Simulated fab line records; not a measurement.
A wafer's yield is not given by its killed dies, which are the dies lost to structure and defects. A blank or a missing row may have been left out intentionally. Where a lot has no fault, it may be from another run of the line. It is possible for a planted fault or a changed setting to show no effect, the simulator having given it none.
fab line records -- flow nand-harc -- part 1 of 2: steps 1 to 4 of 6
record: lots: 19, wafers: 57, last-day: 34
route steps=1302 shown A_STAIRCASE@719
lots that met no fault: from a run of the same line without faults
start-h: the number of hours between the record's first day and the start of the first shown wafer of the lot -- wait-h: time in hours since the lot's previous step -- " identical to the entry in the row above -- L1.1+2: several wafers, shown together as one row -- - no value, or no start given -- * or withheld: withheld -- < > ~ a bound
route shown NAME@n: names a module that has steps shown in the file, with the first one's number in the route -- usual: average and standard deviation across the fault-free wafers -- same: alike in all rows -- chamber/n: place in a boat -- sites: the reading at each site -- _std_site: how widely they spread, as a standard deviation -- _edge_site: mean of outer sites minus mean of inner sites -- radius-mm: for every site, how far away it sits from the centre of the wafer -- mask NAME#n: copy n -- behind: the last tool/chamber to shape the wafer -- hold: why the lot was held/for how many hours/how that ended -- device: whichever transistor did not switch (one of n, p or np) -- end of line: tests of these same wafers at the route's end -- a step given without rows: its recipe and nothing more -- killed: dies that structure and defects cost at the first sort, which is not the same as the wafer's yield -- map: the dies of a wafer, with x for killed, . for not killed, _ for no die there
set.NAME: setting as actually run; set.NAME@STEP: the setting as run at that earlier step -- model.NAME: the simulator's own value behind a step, which no gauge read
the route's steps for a sample of lots (tables are steps, rows are wafers)
services: from which hour (start-h, from the record's first day; less than 0 if before it) a tool's chamber was out of use, for how many hours, and why
== steps ==
step: NHARC_A_STAIRCASE_STRIP_205
recipe: power-w: 1500, temp-c: 250, chemistry: O2
usual: drypump-motor-current-A: 5.80/0.29, heater-power-w: 335/50
lot.wafer,tool,chamber,start-h,wait-h,drypump-motor-current-A,heater-power-w,rf-hours-counter-h
L074.1,plasma-asher-02,1,371.10,0.1,6.07,372,23
L074.3,plasma-asher-02,0,371.10,0.1,5.99,237,-
L074.6,plasma-asher-02,0,371.10,0.1,5.98,235,-
L076.2,plasma-asher-01,0,386.28,0.1,5.38,334,7
L076.3,plasma-asher-01,0,386.28,0.1,5.37,330,-
L076.5,plasma-asher-01,1,386.28,0.1,5.95,375,-
L077.2,plasma-asher-02,0,388.25,0.1,6.01,244,28
L077.1,plasma-asher-02,1,388.25,0.1,6.05,375,28
L077.3,plasma-asher-02,0,388.25,0.1,6.01,237,-
L078.2,plasma-asher-01,0,409.75,0.1,5.35,330,11
L078.4,plasma-asher-01,0,409.75,0.1,5.34,333,-
L078.6,plasma-asher-01,1,409.75,0.1,5.94,367,-
L079.3,plasma-asher-01,0,414.80,0.2,5.37,339,-
L079.6,plasma-asher-01,1,414.80,0.2,5.94,366,-
L079.5,plasma-asher-01,0,414.80,0.2,5.37,328,-
L080.1,plasma-asher-01,1,422.92,0.1,5.94,374,14
L080.3,plasma-asher-01,1,422.92,0.1,5.93,376,-
L080.6,plasma-asher-01,1,422.92,0.1,5.93,384,-
L083.1,plasma-asher-01,0,438.47,0.1,5.38,332,17
L083.4,plasma-asher-01,1,438.47,0.1,5.92,365,-
L083.3,plasma-asher-01,0,438.47,0.1,5.38,329,-
L084.3,plasma-asher-01,0,453.42,0.2,5.38,326,-
L084.5,plasma-asher-01,1,453.42,0.2,5.93,370,-
L084.6,plasma-asher-01,0,453.42,0.2,5.36,330,-
L086.1,plasma-asher-01,1,472.98,0.1,6.00,381,23
L086.6,plasma-asher-01,0,472.98,0.1,5.38,335,-
L086.5,plasma-asher-01,1,472.98,0.1,6.00,373,-
L085.1,plasma-asher-01,1,474.21,0.1,5.97,377,23
L085.5,plasma-asher-01,1,474.21,0.1,5.95,371,-
L085.6,plasma-asher-01,0,474.21,0.1,5.36,326,-
L087.1,plasma-asher-01,1,482.26,0.1,5.95,373,25
L087.3,plasma-asher-01,1,482.26,0.1,6.01,373,-
L087.6,plasma-asher-01,1,482.26,0.1,5.97,384,-
L089.3,plasma-asher-02,1,503.05,0.2,6.05,364,-
L089.6,plasma-asher-02,0,503.05,0.2,6.02,239,-
L089.5,plasma-asher-02,1,503.05,0.2,6.06,366,-
L088.4,plasma-asher-01,0,503.62,0.2,5.39,326,-
L088.6,plasma-asher-01,1,503.62,0.2,5.97,374,-
L088.5,plasma-asher-01,0,503.62,0.2,5.38,341,-
L091.3,plasma-asher-02,0,527.41,0.2,5.99,240,-
L091.6,plasma-asher-02,0,527.41,0.2,5.99,249,-
L091.5,plasma-asher-02,1,527.41,0.2,6.02,372,-
L093.1,plasma-asher-01,0,553.06,0.1,5.36,334,4
L093.3,plasma-asher-01,0,553.06,0.1,5.38,332,-
L093.6,plasma-asher-01,1,553.06,0.1,5.98,397,-
L094.2,plasma-asher-02,0,559.91,0.1,6.02,240,28
L094.4,plasma-asher-02,0,559.91,0.1,6.00,239,-
L094.6,plasma-asher-02,0,559.91,0.1,6.00,247,-
L095.2,plasma-asher-01,0,567.87,0.1,5.37,334,8
L095.3,plasma-asher-01,1,567.87,0.1,5.94,389,-
L095.5,plasma-asher-01,1,567.87,0.1,5.94,380,-
L096.1,plasma-asher-01,1,583.97,0.1,5.99,392,10
L096.2,plasma-asher-01,0,583.97,0.1,5.39,328,10
L096.3,plasma-asher-01,0,583.97,0.1,5.40,338,-
L097.2,plasma-asher-02,1,595.05,0.1,6.06,367,35
L097.4,plasma-asher-02,0,595.05,0.1,6.01,240,-
L097.6,plasma-asher-02,1,595.05,0.1,6.06,361,-
step: NHARC_A_STAIRCASE_DESCUM_219
recipe: time-s: 3, o2-flow-sccm: 200, ar-flow-sccm: 0, bias-power-w: 0, chemistry: O2
usual: chamber-pressure-mTorr: 59.99/0.052, drypump-motor-current-A: 5.7/0.35, mfc-ar-sccm: 0.008/0.013, oes-product-au: 0.999/0.015, rf-vpp-V: 57.8/0.87, showerhead-plenum-p-Torr: 1.92/0.09, throttle-valve-pct: 11.311/0.01
same: time-s: 3
lot.wafer,tool,chamber,start-h,wait-h,chamber-pressure-mTorr,drypump-motor-current-A,mfc-ar-sccm,oes-product-au,rf-hours-counter-h,rf-vpp-V,showerhead-plenum-p-Torr,throttle-valve-pct
L074.3,rie-diel-09,3,372.45,-,59.93,5.4,0,0.998,15,56.3,1.87,11.317
L074.1,rie-diel-09,0,372.45,-,59.99,6.0,0.027,0.986,18,58.1,2.05,11.319
L074.6,rie-diel-09,2,372.45,-,60.08,6.2,0,1.001,-,58.0,1.98,11.310
L076.2,rie-diel-04,1,387.81,-,60.05,5.4,0,0.984,7,56.3,1.89,11.307
L076.3,rie-diel-04,2,387.81,-,59.98,5.6,0,1.009,6,58.0,1.78,11.307
L076.5,rie-diel-04,0,387.81,-,59.87,5.7,0.018,1.038,-,57.5,2.03,11.299
L077.2,rie-diel-09,1,389.78,-,60.00,5.9,0,1.008,18,59.1,1.85,11.314
L077.1,rie-diel-09,3,389.78,-,60.01,5.3,0,1.012,22,57.3,1.87,11.304
L077.3,rie-diel-09,0,389.78,-,60.06,6.0,0.027,0.981,26,57.9,2.05,11.324
L078.2,rie-diel-09,1,411.27,-,60.04,5.9,0,1.003,21,57.0,1.84,11.311
L078.4,rie-diel-09,2,411.27,-,59.98,6.2,0,1.000,25,59.3,1.98,11.309
L078.6,rie-diel-09,0,411.27,-,59.93,6.0,0.027,0.987,-,56.8,2.05,11.319
L079.3,rie-diel-13,1,416.65,-,59.89,5.8,0,1.001,24,55.9,1.80,11.315
L079.5,rie-diel-13,2,416.65,-,60.07,5.2,0,0.999,-,57.5,1.99,11.326
L079.6,rie-diel-13,3,416.65,-,60.06,5.2,0,0.971,-,58.3,2.03,11.309
L080.1,rie-diel-04,1,424.43,-,60.08,5.4,0,1.001,12,57.1,1.89,11.301
L080.3,rie-diel-04,3,424.43,-,59.94,6.2,0.042,0.997,14,58.6,1.82,11.308
L080.6,rie-diel-04,0,424.43,-,59.92,5.8,0.018,1.020,-,57.0,2.03,11.305
L083.1,rie-diel-04,1,439.81,-,60.00,5.5,0,0.997,16,58.0,1.89,11.319
L083.3,rie-diel-04,2,439.81,-,60.08,5.6,0,0.996,20,57.4,1.78,11.320
L083.4,rie-diel-04,0,439.81,-,60.00,5.7,0.018,1.023,19,59.1,2.03,11.314
L084.3,rie-diel-13,3,454.79,-,60.00,5.2,0,0.985,35,58.3,2.03,11.307
L084.5,rie-diel-13,2,454.79,-,60.07,5.2,0,1.012,-,57.1,1.98,11.307
L084.6,rie-diel-13,3,454.79,-,59.97,5.2,0,0.980,-,60.1,2.03,11.317
L086.1,rie-diel-13,1,474.33,-,59.91,5.8,0,1.002,45,57.0,1.79,11.306
L086.5,rie-diel-13,3,474.33,-,59.88,5.2,0,0.976,-,57.0,2.03,11.340
L086.6,rie-diel-13,0,474.33,-,59.95,5.6,0.023,0.997,-,57.1,1.90,11.321
L085.1,rie-diel-04,2,475.77,-,59.96,5.6,0,0.995,35,58.3,1.77,11.306
L085.5,rie-diel-04,0,475.77,-,59.98,5.7,0.018,1.007,-,58.6,2.02,11.310
L085.6,rie-diel-04,1,475.77,-,59.96,5.4,0,0.998,-,59.1,1.88,11.302
L087.1,rie-diel-09,0,483.73,-,60.01,6.0,0.027,0.984,54,57.7,2.04,11.316
L087.3,rie-diel-09,1,483.73,-,59.93,5.9,0,0.997,45,57.9,1.84,11.304
L087.6,rie-diel-09,1,483.73,-,60.00,5.9,0,0.996,-,58.2,1.84,11.318
L089.3,rie-diel-13,0,504.32,-,59.98,5.6,0.023,1.016,54,56.6,1.90,11.302
L089.5,rie-diel-13,0,504.32,-,59.97,5.6,0.023,1.008,-,57.7,1.90,11.298
L089.6,rie-diel-13,1,504.32,-,59.97,5.8,0,1.015,-,58.1,1.79,11.308
L088.4,rie-diel-04,1,504.99,-,59.97,5.4,0,0.991,40,57.7,1.88,11.325
L088.5,rie-diel-04,0,504.99,-,59.99,5.7,0.018,1.011,-,57.4,2.02,11.316
L088.6,rie-diel-04,1,504.99,-,59.97,5.4,0,1.001,-,57.3,1.88,11.322
L091.3,rie-diel-13,0,528.85,-,59.95,5.6,0.023,1.015,0,57.5,1.90,11.302
L091.6,rie-diel-13,2,528.85,-,59.93,5.2,0,1.010,-,57.6,1.97,11.304
L091.5,rie-diel-13,3,528.85,-,59.96,5.2,0,0.989,-,58.6,2.02,11.318
L093.1,rie-diel-09,0,554.60,-,60.07,6.0,0.027,0.971,18,58.4,2.03,11.319
L093.3,rie-diel-09,1,554.60,-,60.02,5.9,0,0.981,16,57.0,1.83,11.317
L093.6,rie-diel-09,3,554.60,-,59.98,5.4,0,1.015,-,57.8,1.85,11.328
L094.2,rie-diel-13,0,561.43,-,60.03,5.6,0.023,1.016,12,58.2,1.89,11.307
L094.4,rie-diel-13,3,561.43,-,59.98,5.2,0,1.010,16,57.3,2.02,11.315
L094.6,rie-diel-13,1,561.43,-,59.99,5.8,0,0.993,-,56.7,1.79,11.314
L095.3,rie-diel-09,0,569.34,-,60.02,6.0,0.027,0.979,20,57.7,2.03,11.301
L095.2,rie-diel-09,2,569.34,-,59.95,6.2,0,0.977,21,57.7,1.96,11.305
L095.5,rie-diel-09,0,569.34,-,59.92,6.0,0.027,0.970,-,58.1,2.03,11.328
L096.1,rie-diel-13,2,585.48,-,59.94,5.2,0,1.019,21,57.2,1.97,11.321
L096.3,rie-diel-13,3,585.48,-,59.90,5.2,0,1.002,22,59.5,2.01,11.326
L096.2,rie-diel-13,1,585.48,-,59.96,5.8,0,0.974,19,56.4,1.78,11.312
L097.4,rie-diel-09,0,596.52,-,59.94,6.0,0.027,0.988,27,58.1,2.03,11.305
L097.2,rie-diel-09,1,596.52,-,59.90,5.9,0,0.985,27,57.5,1.83,11.317
L097.6,rie-diel-09,0,596.52,-,60.01,6.0,0.027,0.984,-,59.4,2.03,11.332
step: NHARC_A_STAIRCASE_DESCUM_252
recipe: time-s: 3, o2-flow-sccm: 200, ar-flow-sccm: 0, bias-power-w: 0, chemistry: O2
usual: chamber-pressure-mTorr: 60.00/0.053, drypump-motor-current-A: 5.7/0.33, mfc-ar-sccm: 0.010/0.015, oes-product-au: 1.000/0.015, rf-vpp-V: 57.7/0.87, showerhead-plenum-p-Torr: 1.91/0.094, throttle-valve-pct: 11.310/0.0089
same: time-s: 3
lot.wafer,tool,chamber,start-h,wait-h,chamber-pressure-mTorr,drypump-motor-current-A,mfc-ar-sccm,oes-product-au,rf-hours-counter-h,rf-vpp-V,showerhead-plenum-p-Torr,throttle-valve-pct
L074.3,rie-diel-09,1,376.18,-,60.11,5.9,0,1.006,12,57.9,1.85,11.314
L074.1,rie-diel-09,3,376.18,-,60.04,5.4,0,1.001,16,57.3,1.87,11.305
L074.6,rie-diel-09,1,376.18,-,59.90,5.9,0,1.015,-,59.0,1.85,11.303
L076.2,rie-diel-04,3,391.69,-,59.99,6.2,0.042,1.002,6,59.6,1.82,11.308
L076.3,rie-diel-04,0,391.69,-,60.00,5.7,0.018,1.035,8,57.7,2.03,11.285
L076.5,rie-diel-04,0,391.69,-,59.87,5.7,0.018,1.023,-,56.0,2.03,11.331
L077.3,rie-diel-09,2,393.47,-,59.99,6.2,0,1.002,21,57.5,1.98,11.311
L077.2,rie-diel-09,3,393.47,-,60.01,5.4,0,0.997,23,57.2,1.86,11.304
L077.1,rie-diel-09,0,393.47,-,59.98,6.0,0.027,0.980,28,58.0,2.05,11.312
L078.4,rie-diel-09,2,415.02,-,60.07,6.2,0,1.002,26,57.8,1.98,11.316
L078.2,rie-diel-09,3,415.02,-,60.03,5.4,0,0.991,29,57.6,1.86,11.309
L078.6,rie-diel-09,2,415.02,-,59.94,6.2,0,0.988,-,59.0,1.98,11.315
L079.3,rie-diel-04,2,420.79,-,60.00,5.6,0,0.979,15,57.8,1.78,11.311
L079.5,rie-diel-04,0,420.79,-,60.04,5.7,0.018,1.026,-,58.4,2.03,11.318
L079.6,rie-diel-04,3,420.79,-,59.96,6.1,0.042,1.007,-,57.0,1.82,11.298
L080.1,rie-diel-09,2,428.23,-,59.99,6.2,0,0.983,34,58.5,1.98,11.317
L080.3,rie-diel-09,3,428.23,-,60.00,5.4,0,1.003,34,57.7,1.86,11.316
L080.6,rie-diel-09,1,428.23,-,60.09,5.9,0,1.003,-,57.5,1.84,11.309
L083.3,rie-diel-04,1,445.14,-,59.97,5.4,0,0.986,19,57.3,1.88,11.308
L083.1,rie-diel-04,2,445.14,-,59.94,5.6,0,0.984,24,58.3,1.78,11.319
L083.4,rie-diel-04,0,445.14,-,60.10,5.7,0.018,1.006,22,56.9,2.03,11.304
L084.3,rie-diel-09,1,459.06,-,59.96,5.9,0,1.005,37,57.4,1.84,11.314
L084.5,rie-diel-09,2,459.06,-,60.03,6.2,0,0.995,-,58.1,1.97,11.318
L084.6,rie-diel-09,3,459.06,-,60.04,5.3,0,1.008,-,57.9,1.86,11.307
L086.1,rie-diel-04,3,478.66,-,60.02,6.2,0.042,0.998,34,58.0,1.81,11.315
L086.6,rie-diel-04,3,478.66,-,60.04,6.2,0.042,1.010,-,57.9,1.81,11.309
L086.5,rie-diel-04,0,478.66,-,60.06,5.7,0.018,1.011,-,58.1,2.02,11.319
L085.1,rie-diel-13,3,479.68,-,60.05,5.2,0,0.981,45,59.0,2.03,11.322
L085.5,rie-diel-13,0,479.68,-,60.00,5.6,0.023,1.005,-,58.0,1.90,11.314
L085.6,rie-diel-13,1,479.68,-,60.03,5.9,0,1.015,-,56.6,1.79,11.303
L087.3,rie-diel-09,1,488.49,-,59.96,5.9,0,1.009,47,57.8,1.84,11.308
L087.1,rie-diel-09,3,488.49,-,60.06,5.3,0,0.988,58,56.0,1.85,11.324
L087.6,rie-diel-09,2,488.49,-,59.99,6.2,0,0.984,-,58.5,1.97,11.308
L089.3,rie-diel-09,2,508.76,-,59.98,6.2,0,0.966,0,58.2,1.97,11.312
L089.6,rie-diel-09,3,508.76,-,59.89,5.4,0,1.006,-,58.7,1.85,11.315
L089.5,rie-diel-09,0,508.76,-,59.98,6.0,0.027,0.980,-,57.8,2.04,11.306
L088.4,rie-diel-13,1,508.90,-,60.05,5.9,0,1.013,55,56.5,1.79,11.318
L088.5,rie-diel-13,1,508.90,-,60.03,5.9,0,1.022,-,57.5,1.79,11.298
L088.6,rie-diel-13,2,508.90,-,59.97,5.2,0,1.014,-,59.4,1.98,11.284
L091.3,rie-diel-04,1,533.41,-,60.04,5.4,0,0.990,50,58.2,1.88,11.303
L091.6,rie-diel-04,3,533.41,-,59.96,6.2,0.042,1.004,-,56.6,1.81,11.310
L091.5,rie-diel-04,0,533.41,-,60.01,5.8,0.018,1.030,-,58.8,2.02,11.298
L093.3,rie-diel-09,1,558.70,-,59.93,5.9,0,0.995,17,57.2,1.83,11.300
L093.1,rie-diel-09,0,558.70,-,60.08,6.1,0.027,0.977,19,57.3,2.03,11.300
L093.6,rie-diel-09,2,558.70,-,59.95,6.2,0,0.991,-,57.0,1.96,11.312
L094.2,rie-diel-13,2,565.21,-,59.95,5.2,0,1.014,16,59.2,1.97,11.300
L094.4,rie-diel-13,3,565.21,-,59.97,5.2,0,1.007,17,57.9,2.02,11.314
L094.6,rie-diel-13,2,565.21,-,60.09,5.2,0,1.013,-,57.2,1.97,11.296
L095.2,rie-diel-13,1,573.29,-,60.07,5.8,0,0.981,16,57.9,1.78,11.302
L095.3,rie-diel-13,2,573.29,-,59.98,5.2,0,1.009,18,57.0,1.97,11.313
L095.5,rie-diel-13,0,573.29,-,59.98,5.6,0.023,1.004,-,57.4,1.89,11.321
L096.3,rie-diel-04,1,589.44,-,60.08,5.4,0,0.979,14,55.8,1.87,11.308
L096.1,rie-diel-04,3,589.44,-,60.04,6.2,0.042,1.005,13,57.4,1.80,11.298
L096.2,rie-diel-04,0,589.44,-,60.04,5.7,0.018,1.034,11,58.4,2.01,11.307
L097.2,rie-diel-04,2,600.72,-,59.96,5.6,0,1.004,21,59.2,2.07,11.300
L097.4,rie-diel-04,3,600.72,-,60.02,6.2,0.042,1.005,20,56.2,1.80,11.309
L097.6,rie-diel-04,2,600.72,-,60.01,5.6,0,0.993,-,57.3,2.07,11.312
step: NHARC_A_STAIRCASE_HM_OPEN_457
recipe: o2-flow-sccm: 400, cos-flow-sccm: 20, ar-flow-sccm: 0, rf-w: 500, bias-w: 300, chemistry: O2/COS
usual: chamber-pressure-mTorr: 20.002/0.02, drypump-motor-current-A: 5.7/0.35, mfc-ar-sccm: 0.010/0.014, oes-product-au: 0.999/0.015, rf-vpp-V: 467/3.2, showerhead-plenum-p-Torr: 3.13/0.14, throttle-valve-pct: 28.330/0.0093
lot.wafer,tool,chamber,start-h,wait-h,chamber-pressure-mTorr,drypump-motor-current-A,mfc-ar-sccm,oes-product-au,rf-hours-counter-h,rf-vpp-V,showerhead-plenum-p-Torr,throttle-valve-pct
L074.1,rie-diel-04,0,-,-,20.014,5.7,0.018,1.017,3,472,3.31,28.324
L074.3,rie-diel-04,1,-,-,19.985,5.5,0,0.995,3,468,3.09,28.318
L074.6,rie-diel-04,0,-,-,19.987,5.8,0.018,1.021,-,472,3.31,28.319
L076.3,rie-diel-04,0,-,-,19.984,5.7,0.018,1.027,9,472,3.30,28.328
L076.2,rie-diel-04,3,-,-,19.959,6.2,0.042,0.992,8,463,2.98,28.329
L076.5,rie-diel-04,0,-,-,19.991,5.7,0.018,1.030,-,471,3.30,28.320
L077.3,rie-diel-09,2,-,-,19.996,6.2,0,1.005,22,469,3.23,28.333
L077.1,rie-diel-09,3,-,-,19.998,5.3,0,0.999,24,466,3.05,28.330
L077.2,rie-diel-09,0,-,-,20.009,6.0,0.027,0.974,28,472,3.33,28.332
L078.4,rie-diel-09,2,-,-,20.019,6.3,0,0.992,30,471,3.22,28.341
L078.2,rie-diel-09,0,-,-,19.994,6.0,0.027,0.983,34,471,3.33,28.308
L078.6,rie-diel-09,1,-,-,19.996,5.9,0,1.008,-,465,3.01,28.329
L079.3,rie-diel-09,1,-,-,20.025,5.9,0,0.999,28,464,3.01,28.328
L079.6,rie-diel-09,3,-,-,20.012,5.4,0,0.995,-,465,3.04,28.329
L079.5,rie-diel-09,0,-,-,19.982,6.1,0.027,0.980,-,471,3.33,28.327
L080.1,rie-diel-04,0,-,-,19.995,5.7,0.018,1.027,17,471,3.30,28.337
L080.3,rie-diel-04,1,-,-,20.011,5.4,0,0.991,15,466,3.08,28.333
L080.6,rie-diel-04,0,-,-,19.976,5.7,0.018,1.028,-,472,3.30,28.318
L083.1,rie-diel-04,0,-,-,20.024,5.7,0.018,1.013,24,471,3.30,28.329
L083.4,rie-diel-04,2,-,-,19.994,5.6,0,0.988,26,463,2.91,28.349
L083.3,rie-diel-04,3,-,-,20.023,6.2,0.042,0.992,25,465,2.97,28.331
L084.3,rie-diel-09,2,-,-,20.002,6.2,0,0.977,49,470,3.21,28.326
L084.5,rie-diel-09,3,-,-,19.964,5.3,0,0.998,-,466,3.03,28.328
L084.6,rie-diel-09,0,-,-,20.018,6.1,0.027,0.995,-,471,3.32,28.346
L086.1,rie-diel-04,3,-,-,19.993,6.2,0.042,0.997,35,463,2.96,28.332
L086.5,rie-diel-04,2,-,-,19.973,5.6,0,1.000,-,464,2.91,28.321
L086.6,rie-diel-04,3,-,-,19.967,6.2,0.042,0.994,-,462,2.96,28.332
L085.1,rie-diel-09,2,-,-,19.985,6.2,0,0.988,55,470,3.21,28.327
L085.5,rie-diel-09,1,-,-,20.005,5.9,0,0.996,-,464,3.00,28.327
L085.6,rie-diel-09,2,-,-,19.971,6.3,0,0.980,-,469,3.21,28.345
L087.3,rie-diel-13,1,-,-,19.998,5.8,0,1.014,49,460,2.94,28.345
L087.1,rie-diel-13,0,-,-,19.962,5.6,0.023,1.001,51,468,3.10,28.331
L087.6,rie-diel-13,1,-,-,20.020,5.9,0,1.022,-,462,2.94,28.330
L089.3,rie-diel-13,3,-,-,20.009,5.2,0,0.975,54,471,3.29,28.350
L089.5,rie-diel-13,3,-,-,19.993,5.3,0,0.971,-,471,3.29,28.314
L089.6,rie-diel-13,0,-,-,20.005,5.6,0.023,1.008,-,466,3.10,28.327
L088.4,rie-diel-09,1,-,-,20.020,5.9,0,0.980,1,465,3.00,28.341
L088.6,rie-diel-09,3,-,-,20.009,5.3,0,1.014,-,466,3.03,28.333
L088.5,rie-diel-09,0,-,-,20.003,6.0,0.027,0.980,-,472,3.32,28.324
L091.3,rie-diel-13,2,-,-,19.985,5.2,0,1.020,2,469,3.21,28.312
L091.5,rie-diel-13,3,-,-,20.019,5.2,0,0.997,-,469,3.29,28.339
L091.6,rie-diel-13,0,-,-,19.973,5.6,0.023,1.019,-,466,3.10,28.342
L093.3,rie-diel-09,2,-,-,19.991,6.2,0,0.983,19,468,3.20,28.331
L093.1,rie-diel-09,1,-,-,20.004,5.9,0,0.988,18,463,2.99,28.318
L093.6,rie-diel-09,3,-,-,20.005,5.3,0,1.013,-,464,3.02,28.349
L094.2,rie-diel-13,0,-,-,20.008,5.6,0.023,1.019,13,466,3.09,28.323
L094.4,rie-diel-13,1,-,-,19.974,5.9,0,0.976,14,463,2.92,28.336
L094.6,rie-diel-13,2,-,-,20.038,5.2,0,1.015,-,469,3.21,28.340
L095.2,rie-diel-13,2,-,-,20.008,5.2,0,1.008,20,468,3.21,28.335
L095.3,rie-diel-13,3,-,-,20.023,5.2,0,0.998,21,470,3.28,28.337
L095.5,rie-diel-13,1,-,-,19.996,5.8,0,0.986,-,464,2.92,28.333
L096.2,rie-diel-09,2,-,-,19.988,6.2,0,0.972,29,469,3.20,28.341
L096.1,rie-diel-09,0,-,-,20.022,6.0,0.027,0.993,27,470,3.30,28.328
L096.3,rie-diel-09,1,-,-,20.016,5.9,0,0.987,26,465,2.99,28.323
L097.4,rie-diel-04,2,-,-,19.983,5.6,0,0.997,23,472,3.36,28.315
L097.2,rie-diel-04,3,-,-,20.030,6.2,0.042,1.008,22,465,2.94,28.331
L097.6,rie-diel-04,2,-,-,20.001,5.6,0,0.993,-,474,3.36,28.325
